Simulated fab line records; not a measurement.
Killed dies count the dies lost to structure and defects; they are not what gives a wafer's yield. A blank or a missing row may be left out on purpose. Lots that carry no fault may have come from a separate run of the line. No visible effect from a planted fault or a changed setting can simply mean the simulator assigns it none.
Which of the tools did it? + flow nand harc + 6 lots, 18 wafers sampled, at 2 steps of a route of 1302

WHAT THE GAUGES SHOWED, per wafer
NHARC_A_SIN_REMOVE_INSPECT_04.
| lot  | measured     | on                | raw defect count |
|------|--------------|-------------------|------------------|
| L265 | day 21 23:10 | defect inspect-02 | 460 527 366      |
| L271 | day 24 02:22 | defect inspect-02 | 364 336 269      |
| L272 | day 24 04:34 | defect inspect-01 | 555 381 458      |
| L276 | day 26 20:38 | defect inspect-02 | 451 341 359      |
| L280 | day 28 09:35 | defect inspect-01 | 563 351 464      |
| L283 | day 29 18:47 | defect inspect-01 | 226 333 362      |

EACH LOT AND THE TOOL THAT RAN IT (in order: tool; ch and the chambers of the sampled wafers; start)
| lot  | NHARC_A_SLIT_STRIP_18                         |
|------|-----------------------------------------------|
| L265 | rie diel-08 ch 0,1,2, day 21 23:10 or earlier |
| L271 | rie diel-13 ch 0,1,2, day 24 02:22 or earlier |
| L272 | rie diel-06 ch 2,3, day 24 04:34 or earlier   |
| L276 | rie diel-13 ch 2,3, day 26 20:38 or earlier   |
| L280 | rie diel-06 ch 2,3, day 28 09:35 or earlier   |
| L283 | rie diel-13 ch 1,3, day 29 18:47 or earlier   |
- NHARC_A_SLIT_STRIP_18: strips in O2.

THE ANSWER, worked out from the rows above alone
Rule: usual is defined by the lots themselves. The widest of any qualifying gaps counts: lots, ordered by their means at a reading, are off when they make up no more than a third of the lots, leave a main group of 4 or more, and stand apart from it by 3 or more times the standard deviation of that group's means. A main group whose means are all the same, to the digits that the tables above print for the reading, isn't used. Also off: a lot with no number at a reading for which 4 or more lots have one. The other lots that the step has rows for count as sound.
No lot is off on any of the readings shown, so nothing can be concluded from this.

WHAT THE SIMULATOR HAD PUT IN
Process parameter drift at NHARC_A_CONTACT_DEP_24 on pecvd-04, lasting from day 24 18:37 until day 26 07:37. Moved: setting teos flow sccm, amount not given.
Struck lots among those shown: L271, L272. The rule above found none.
